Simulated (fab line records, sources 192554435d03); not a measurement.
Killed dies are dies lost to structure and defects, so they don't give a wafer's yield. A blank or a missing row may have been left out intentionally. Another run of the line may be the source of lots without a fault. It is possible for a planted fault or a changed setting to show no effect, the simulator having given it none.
Split-lot trial / flow n5_finfet / 39 wafers read from 7 lots, route of 1938 steps

== ON THE SPLIT ==
At N5_DUMMY_GATE_ETCH_44 (etches poly-Si in HBr/O2, stops on SiO2, target depth 127.5 nm), the setting target_depth_a was moved away from the recipe's 1275 angstrom on 18 of the 39 wafers read, by -12.4% to +10.6%. All remaining wafers had this setting at the recipe value.

The reading is taken at the split's own step.

== THE READING ==
oes_product_au, in a.u., at N5_DUMMY_GATE_ETCH_44 (etches poly-Si in HBr/O2, stops on SiO2, target depth 127.5 nm). On this fab line, fault-free wafers typically give 0.731 a.u. with a standard deviation of 0.013 a.u.

wafer=L076.1; tool, chamber at the split=rie_si-02, 3; target_depth_a as run, angstrom=1117; against the recipe=-12.4%; oes_product_au, a.u.=0.808; against lot-mates on the recipe=+0.083
wafer=L076.2; tool, chamber at the split=rie_si-02, 2; target_depth_a as run, angstrom=1117; against the recipe=-12.4%; oes_product_au, a.u.=0.773; against lot-mates on the recipe=+0.048
wafer=L076.3; tool, chamber at the split=rie_si-02, 1; target_depth_a as run, angstrom=1117; against the recipe=-12.4%; oes_product_au, a.u.=0.781; against lot-mates on the recipe=+0.056
wafer=L076.4; tool, chamber at the split=rie_si-02, 0; target_depth_a as run, angstrom=1275; against the recipe=recipe; oes_product_au, a.u.=0.707; against lot-mates on the recipe=-
wafer=L076.5; tool, chamber at the split=rie_si-02, 1; target_depth_a as run, angstrom=1275; against the recipe=recipe; oes_product_au, a.u.=0.731; against lot-mates on the recipe=-
wafer=L076.6; tool, chamber at the split=rie_si-02, 2; target_depth_a as run, angstrom=1275; against the recipe=recipe; oes_product_au, a.u.=0.737; against lot-mates on the recipe=-
wafer=L081.1; tool, chamber at the split=rie_si-02, 0; target_depth_a as run, angstrom=1406; against the recipe=+10.3%; oes_product_au, a.u.=0.693; against lot-mates on the recipe=-0.061
wafer=L081.2; tool, chamber at the split=rie_si-02, 1; target_depth_a as run, angstrom=1275; against the recipe=recipe; oes_product_au, a.u.=0.757; against lot-mates on the recipe=-
wafer=L081.3; tool, chamber at the split=rie_si-02, 3; target_depth_a as run, angstrom=1275; against the recipe=recipe; oes_product_au, a.u.=0.746; against lot-mates on the recipe=-
wafer=L081.4; tool, chamber at the split=rie_si-02, 2; target_depth_a as run, angstrom=1406; against the recipe=+10.3%; oes_product_au, a.u.=0.690; against lot-mates on the recipe=-0.064
wafer=L081.5; tool, chamber at the split=rie_si-02, 1; target_depth_a as run, angstrom=1275; against the recipe=recipe; oes_product_au, a.u.=0.758; against lot-mates on the recipe=-
wafer=L081.6; tool, chamber at the split=rie_si-02, 2; target_depth_a as run, angstrom=1406; against the recipe=+10.3%; oes_product_au, a.u.=0.690; against lot-mates on the recipe=-0.064
wafer=L085.1; tool, chamber at the split=rie_si-01, 3; target_depth_a as run, angstrom=1275; against the recipe=recipe; oes_product_au, a.u.=0.737; against lot-mates on the recipe=-
wafer=L085.2; tool, chamber at the split=rie_si-01, 2; target_depth_a as run, angstrom=1275; against the recipe=recipe; oes_product_au, a.u.=0.747; against lot-mates on the recipe=-
wafer=L085.3; tool, chamber at the split=rie_si-01, 0; target_depth_a as run, angstrom=1339; against the recipe=+5.0%; oes_product_au, a.u.=0.695; against lot-mates on the recipe=-0.045
wafer=L085.4; tool, chamber at the split=rie_si-01, 1; target_depth_a as run, angstrom=1339; against the recipe=+5.0%; oes_product_au, a.u.=0.700; against lot-mates on the recipe=-0.040
wafer=L085.5; tool, chamber at the split=rie_si-01, 2; target_depth_a as run, angstrom=1275; against the recipe=recipe; oes_product_au, a.u.=0.737; against lot-mates on the recipe=-
wafer=L085.6; tool, chamber at the split=rie_si-01, 1; target_depth_a as run, angstrom=1339; against the recipe=+5.0%; oes_product_au, a.u.=0.711; against lot-mates on the recipe=-0.029
wafer=L087.1; tool, chamber at the split=rie_si-02, 2; target_depth_a as run, angstrom=1275; against the recipe=recipe; oes_product_au, a.u.=0.729; against lot-mates on the recipe=-
wafer=L087.2; tool, chamber at the split=rie_si-02, 0; target_depth_a as run, angstrom=1371; against the recipe=+7.5%; oes_product_au, a.u.=0.682; against lot-mates on the recipe=-0.059
wafer=L087.3; tool, chamber at the split=rie_si-02, 3; target_depth_a as run, angstrom=1275; against the recipe=recipe; oes_product_au, a.u.=0.745; against lot-mates on the recipe=-
wafer=L087.4; tool, chamber at the split=rie_si-02, 1; target_depth_a as run, angstrom=1275; against the recipe=recipe; oes_product_au, a.u.=0.750; against lot-mates on the recipe=-
wafer=L087.5; tool, chamber at the split=rie_si-02, 2; target_depth_a as run, angstrom=1371; against the recipe=+7.5%; oes_product_au, a.u.=0.712; against lot-mates on the recipe=-0.029
wafer=L087.6; tool, chamber at the split=rie_si-02, 1; target_depth_a as run, angstrom=1371; against the recipe=+7.5%; oes_product_au, a.u.=0.730; against lot-mates on the recipe=-0.011
wafer=L094.1; tool, chamber at the split=rie_si-04, 1; target_depth_a as run, angstrom=1275; against the recipe=recipe; oes_product_au, a.u.=0.747; against lot-mates on the recipe=-
wafer=L094.2; tool, chamber at the split=rie_si-04, 2; target_depth_a as run, angstrom=1275; against the recipe=recipe; oes_product_au, a.u.=0.724; against lot-mates on the recipe=-
wafer=L094.3; tool, chamber at the split=rie_si-04, 0; target_depth_a as run, angstrom=1275; against the recipe=recipe; oes_product_au, a.u.=0.734; against lot-mates on the recipe=-
wafer=L094.4; tool, chamber at the split=rie_si-04, 3; target_depth_a as run, angstrom=1410; against the recipe=+10.6%; oes_product_au, a.u.=0.698; against lot-mates on the recipe=-0.037
wafer=L094.5; tool, chamber at the split=rie_si-04, 2; target_depth_a as run, angstrom=1410; against the recipe=+10.6%; oes_product_au, a.u.=0.687; against lot-mates on the recipe=-0.048
wafer=L094.6; tool, chamber at the split=rie_si-04, 3; target_depth_a as run, angstrom=1410; against the recipe=+10.6%; oes_product_au, a.u.=0.686; against lot-mates on the recipe=-0.049
wafer=L095.2; tool, chamber at the split=rie_si-04, 3; target_depth_a as run, angstrom=1275; against the recipe=recipe; oes_product_au, a.u.=0.722; against lot-mates on the recipe=-
wafer=L095.4; tool, chamber at the split=rie_si-04, 2; target_depth_a as run, angstrom=1275; against the recipe=recipe; oes_product_au, a.u.=0.722; against lot-mates on the recipe=-
wafer=L095.6; tool, chamber at the split=rie_si-04, 0; target_depth_a as run, angstrom=1275; against the recipe=recipe; oes_product_au, a.u.=0.738; against lot-mates on the recipe=-
wafer=L096.1; tool, chamber at the split=rie_si-01, 0; target_depth_a as run, angstrom=1275; against the recipe=recipe; oes_product_au, a.u.=0.728; against lot-mates on the recipe=-
wafer=L096.2; tool, chamber at the split=rie_si-01, 3; target_depth_a as run, angstrom=1131; against the recipe=-11.3%; oes_product_au, a.u.=0.774; against lot-mates on the recipe=+0.051
wafer=L096.3; tool, chamber at the split=rie_si-01, 1; target_depth_a as run, angstrom=1275; against the recipe=recipe; oes_product_au, a.u.=0.712; against lot-mates on the recipe=-
wafer=L096.4; tool, chamber at the split=rie_si-01, 1; target_depth_a as run, angstrom=1131; against the recipe=-11.3%; oes_product_au, a.u.=0.771; against lot-mates on the recipe=+0.048
wafer=L096.5; tool, chamber at the split=rie_si-01, 3; target_depth_a as run, angstrom=1131; against the recipe=-11.3%; oes_product_au, a.u.=0.780; against lot-mates on the recipe=+0.057
wafer=L096.6; tool, chamber at the split=rie_si-01, 0; target_depth_a as run, angstrom=1275; against the recipe=recipe; oes_product_au, a.u.=0.728; against lot-mates on the recipe=-

THE FIT
A straight line over all 39 wafers: oes_product_au changes by -0.0041 a.u. for each +1% of target_depth_a; r = -0.90; the points scatter about the line by 0.013 a.u.
The same after taking each lot's own level away (the mean of its wafers on the recipe; 39 wafers): -0.00501 a.u. for each +1%; r = -0.95; scatter 0.011 a.u.
Per that fit: largest target_depth_a move, reading shift of 0.062 a.u.
The span of the lots' own levels, 0.7227 to 0.7537 a.u., comes to 2.4 times the standard deviation stated above.
So the slope is not independent of the lot-to-lot level: the two fits are not the same.
Check: for one of the wafers moved furthest among these (-12.4%), held out of the fit, the line's prediction against its lot-mates is +0.0578 a.u. Against them it came out at +0.083 a.u.
Tool readings at the split's step, against how far the setting was moved: oes_product_au r = -0.90.

== OTHER SPLITS ON THESE WAFERS ==
Other splits were also applied to these wafers ahead of the reading. Each is held against what the fit with the lots' levels taken away leaves over:
other split on the same wafers=N5_FIN_SAQP_EXPOSE_13 dose_mj; wafers away from the commonest value=18; r with oes_product_au (lot level and that fit taken away)=+0.13
other split on the same wafers=N5_DUMMY_GATE_ETCH_37 source_w; wafers away from the commonest value=15; r with oes_product_au (lot level and that fit taken away)=-0.18

== FILE'S OWN FIT ==
oes_product_au changes by -0.00504 a.u. for each +1% of target_depth_a, r = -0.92.
